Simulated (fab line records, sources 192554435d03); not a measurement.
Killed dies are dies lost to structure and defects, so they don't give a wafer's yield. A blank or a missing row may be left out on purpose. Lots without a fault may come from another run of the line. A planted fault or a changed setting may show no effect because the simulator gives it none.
fab line records | flow n5_finfet | part 2 of 2: steps 17 to 21 of 21
record lots=5 wafers=15 last_day=18
route steps=1938 shown FIN_SAQP@119
lots that met no fault: from a run of the same line without faults
start_h: hours from the record's first day to the start of the lot's first wafer shown | wait_h: hours since the lot's step before | " the same as in the row above | L1.1+2: a row that stands for several wafers | - no value, or no start given | * or withheld: withheld | < > ~ a bound
route shown NAME@n: a module of which the file shows steps, and the number in the route of the first | usual: mean/standard deviation of fault-free wafers | same: alike in all rows | chamber/n: place in a boat | sites: the reading at each site | _std_site: their standard deviation | _edge_site: outer sites' mean less inner sites' | radius_mm: how far each site lies from the wafer's centre | mask NAME#n: copy n | behind: the tool/chamber that last shaped the wafer | hold: why the lot was held/for how many hours/how that ended | device: the transistor (n, p or np) that didn't switch | end of line: the same wafers' tests at the end of the route | a step without rows: its recipe alone | killed: dies lost to structure and defects at the first sort, not the wafer's yield | map: a wafer's dies, x killed, . not, _ none there
set.NAME: the setting as run; set.NAME@STEP: as run at that earlier step | model.NAME: the simulator's own value behind a step, which no gauge read
lots at some steps of the route; a table a step, a row a wafer
services: from which hour (start_h, from the record's first day; less than 0 if before it) a tool's chamber was out of use, for how many hours, and why
## steps
# step N5_FIN_SAQP_ETCH_67
# recipe chemistry=CH3F/O2 target=SiNx target_depth_a=300 mask_material=SOC pressure_mtorr=30 source_w=395 bias_w=73 Ar_flow_sccm=150 CH3F_flow_sccm=30 O2_flow_sccm=20 ion_energy_ev=120
# usual O2_flow_sccm=20.01/0.06 bias_w=72.98/0.24 drypump_motor_current_A=6.0/0.51 oes_product_au=0.80/0.063 rf_vpp_V=300/5.3 showerhead_plenum_p_Torr=2.02/0.053 throttle_valve_pct=16.34/0.25
# columns lot.wafer tool chamber start_h wait_h O2_flow_sccm bias_w drypump_motor_current_A oes_product_au rf_hours_counter_h rf_vpp_V showerhead_plenum_p_Torr throttle_valve_pct
L074.2 rie_diel-02 1 27.19 0.0 19.91 73.07 6.7 0.90 23 291 2.14 16.01
L074.3 " 2 " " 19.96 72.81 6.1 0.83 54 302 2.03 16.22
L074.5 " 1 " " 20.01 73.14 6.7 0.90 - 294 2.14 16.01
L075.1 rie_diel-05 1 31.21 0.0 19.93 73.13 6.7 0.83 64 302 2.05 16.00
L075.2 " 3 " " 20.03 73.10 5.5 0.95 3 303 1.98 16.15
L075.6 " 0 " " 19.93 72.89 6.4 0.87 - 304 2.04 16.30
L081.1 rie_diel-02 0 66.67 0.0 19.95 73.11 5.7 0.82 106 309 2.02 16.36
L081.3 " 2 " " 20.08 73.00 6.1 0.83 68 302 2.02 16.22
L081.5 " 2 " " 20.00 72.82 6.1 0.83 - 301 2.02 16.24
L084.1 rie_diel-05 0 84.77 0.0 20.02 73.33 6.4 0.86 72 305 2.04 16.34
L084.2 " 2 " " 20.06 73.18 6.2 0.74 168 297 2.01 16.70
L084.4 " 1 " " 20.04 73.01 6.7 0.81 82 304 2.04 16.04
L096.1 rie_diel-02 3 161.18 0.0 20.09 73.13 5.7 0.72 197 296 2.00 16.61
L096.3 " 1 " " 19.96 72.76 6.7 0.83 72 292 2.12 16.10
L096.5 " 2 " " 20.03 72.80 6.1 0.78 - 301 2.01 16.29
# step N5_FIN_SAQP_STRIP_70
# recipe chemistry=N2/H2 power_w=500 temp_c=40 pressure_mtorr=50 rf_frequency_hz=6e+07 overash_fraction=0.3 bias_power_w=28 h2_frac=0.5 n2_flow_sccm=300 h2_flow_sccm=300
# usual drypump_motor_current_A=6.1/0.52 oes_product_au=0.80/0.065 rf_vpp_V=122.1/0.98 showerhead_plenum_p_Torr=3.37/0.081 throttle_valve_pct=18.8/0.44
# same overash_fraction=0.3
# columns lot.wafer tool chamber start_h wait_h drypump_motor_current_A oes_product_au rf_hours_counter_h rf_vpp_V showerhead_plenum_p_Torr throttle_valve_pct
L074.2 rie_diel-02 1 27.23 0.0 6.7 0.92 23 123.7 3.55 18.0
L074.3 " 2 " " 6.1 0.86 54 123.5 3.42 18.8
L074.5 " 1 " " 6.7 0.91 - 121.8 3.55 18.0
L075.1 rie_diel-05 1 31.25 0.0 6.7 0.82 64 122.5 3.40 18.5
L075.2 " 3 " " 5.5 0.97 3 122.1 3.31 18.8
L075.6 " 0 " " 6.5 0.87 - 122.7 3.41 18.6
L081.1 rie_diel-02 0 66.71 0.0 5.7 0.83 106 122.2 3.37 18.5
L081.3 " 2 " " 6.1 0.84 68 122.3 3.41 18.8
L081.5 " 2 " " 6.1 0.83 - 123.0 3.41 18.9
L084.1 rie_diel-05 0 84.81 0.0 6.4 0.86 72 122.7 3.40 18.7
L084.2 " 2 " " 6.3 0.73 168 120.9 3.36 19.6
L084.4 " 1 " " 6.7 0.80 82 121.0 3.39 18.6
L096.1 rie_diel-02 3 161.22 0.0 5.7 0.72 197 122.8 3.31 18.9
L096.3 " 1 " " 6.8 0.83 72 124.0 3.53 18.0
L096.5 " 2 " " 6.1 0.79 - 122.8 3.39 18.9
# step N5_FIN_SAQP_RECESS_71
# recipe chemistry=HF/NH3 target=SiO2 target_depth_a=30 afs_cycles=1 temp_c=30 sublimation_temp_c=180 sublimation_time_s=60
# usual drypump_motor_current_A=5.9/0.4
# columns lot.wafer tool chamber start_h wait_h drypump_motor_current_A
L074.2 vapor_etch-02 1 27.29 0.0 6.4
L074.3 " 0 " " 5.7
L074.5 " 1 " " 6.4
L075.1 vapor_etch-01 0 31.31 0.0 6.0
L075.2 " 1 " " 5.3
L075.6 " 1 " " 5.3
L081.1 vapor_etch-01 1 66.77 0.0 5.3
L081.3 " 1 " " 5.3
L081.5 " 1 " " 5.3
L084.1 vapor_etch-01 1 84.88 0.0 5.3
L084.2 " 0 " " 6.0
L084.4 " 0 " " 6.0
L096.1 vapor_etch-01 1 161.28 0.0 5.3
L096.3 " 1 " " 5.3
L096.5 " 0 " " 6.0
# step N5_FIN_SAQP_SPACER2_ALD_28
# recipe material=SiO2 target_thk_a=81 temp_c=300 ald_precursor_family=BDEAS ald_co_reactant=O2-plasma pulse_time_s=1 purge_time_s=2 co_reactant_purge_time_s=2 pressure_torr=2
# usual chamber_pressure_Torr=2.000/0.004 heater_power_w=460/48 precursor_pulse_height_rel=0.999/0.021
# same purge_time_s=2
# columns lot.wafer tool chamber start_h wait_h chamber_pressure_Torr heater_power_w precursor_pulse_height_rel
L074.2 ald_sin-02 1 28.06 0.7 2.004 469 1.011
L074.3 " 2 " " 1.999 431 1.017
L074.5 " 3 " " 2.005 411 0.999
L075.1 ald_sin-03 0 33.29 1.9 2.002 472 0.992
L075.2 " 3 " " 1.997 425 1.003
L075.6 " 0 " " 2.002 470 1.020
L081.1 ald_sin-02 2 67.14 0.3 2.001 440 1.010
L081.3 " 0 " " 2.003 493 1.008
L081.5 " 0 " " 1.999 491 1.059
L084.1 ald_sin-03 3 85.02 0.1 1.994 421 1.000
L084.2 " 1 " " 2.000 379 0.998
L084.4 " 2 " " 2.004 516 0.976
L096.1 ald_sin-01 3 161.42 0.1 1.996 516 0.989
L096.3 " 0 " " 2.002 528 0.983
L096.5 " 3 " " 2.007 509 0.995
# step N5_FIN_SAQP_SPACER2_ETCHBACK_29
# recipe chemistry=CHF3/O2 mode=anisotropic_etchback target=SiO2 target_depth_a=122 time_s=6.1 pressure_mtorr=30 source_w=650 bias_w=170 Ar_flow_sccm=200 CHF3_flow_sccm=50 O2_flow_sccm=5 ion_energy_ev=200
# usual O2_flow_sccm=5.003/0.015 bias_w=170.1/0.45 drypump_motor_current_A=5.7/0.6 oes_product_au=0.77/0.07 rf_vpp_V=529/10 showerhead_plenum_p_Torr=2.39/0.078 throttle_valve_pct=19.0/0.31
# columns lot.wafer tool chamber start_h wait_h O2_flow_sccm bias_w drypump_motor_current_A oes_product_au rf_hours_counter_h rf_vpp_V showerhead_plenum_p_Torr throttle_valve_pct
L074.2 rie_diel-05 1 28.46 0.2 4.998 169.8 6.7 0.83 63 535 2.46 18.5
L074.3 " 0 " " 4.993 170.2 6.4 0.88 54 538 2.46 18.9
L074.5 " 0 " " 4.987 169.8 6.4 0.88 - 537 2.46 18.9
L075.1 rie_diel-05 2 33.71 0.3 5.019 169.4 6.3 0.75 150 522 2.42 19.2
L075.2 " 1 " " 4.991 170.0 6.7 0.83 65 535 2.46 18.6
L075.6 " 3 " " 5.007 171.0 5.4 0.96 - 531 2.38 18.7
L081.1 rie_diel-02 2 67.47 0.2 5.014 170.1 6.1 0.83 68 531 2.44 18.8
L081.3 " 0 " " 4.990 169.6 5.7 0.83 106 543 2.42 18.9
L081.5 " 3 " " 5.002 170.8 5.7 0.75 - 521 2.42 19.1
L084.1 rie_diel-05 3 85.35 0.2 5.013 170.1 5.4 0.90 21 532 2.37 18.7
L084.2 " 2 " " 4.998 170.0 6.2 0.73 168 521 2.42 19.2
L084.4 " 0 " " 5.017 170.2 6.4 0.87 72 537 2.46 18.9
L096.1 rie_diel-06 2 161.75 0.2 5.014 170.3 4.9 0.68 206 534 2.49 19.4
L096.3 " 3 " " 5.037 169.9 5.0 0.72 174 525 2.31 18.5
L096.5 " 0 " " 4.992 169.9 5.8 0.70 - 509 2.28 19.1
## services
# columns tool chamber start_h hours kind
rie_si-01 1 9.34 15.9 repair
ald_sin-03 - 10.20 3.0 repair
rie_si-04 1 12.26 1.5 repair
ald_sin-03 2 18.72 2.8 repair
ald_sin-03 0 24.36 7.8 repair
ald_sin-02 0 24.73 6.7 repair
ald_sin-02 - 42.76 0.5 repair
rie_diel-06 2 44.84 12.4 repair
ald_sin-01 0 55.68 3.0 repair
rie_si-04 1 63.52 6.2 repair
ald_sin-01 3 80.97 3.1 repair
rie_si-03 1 90.33 5.1 repair
rie_diel-02 1 96.54 4.5 repair
rie_diel-05 3 102.56 2.6 repair
ald_sin-02 0 110.53 4.8 repair
rie_diel-06 2 122.85 3.9 repair
ald_sin-01 3 124.68 14.4 repair
ald_sin-01 2 130.05 33.2 repair
rie_si-04 1 131.15 2.6 repair
rie_si-04 0 137.59 1.7 repair
rie_diel-06 0 138.95 18.3 repair
ald_sin-02 0 141.93 1.6 repair
rie_diel-05 - 146.10 14.6 pm
rie_diel-05 0 161.45 14.5 repair
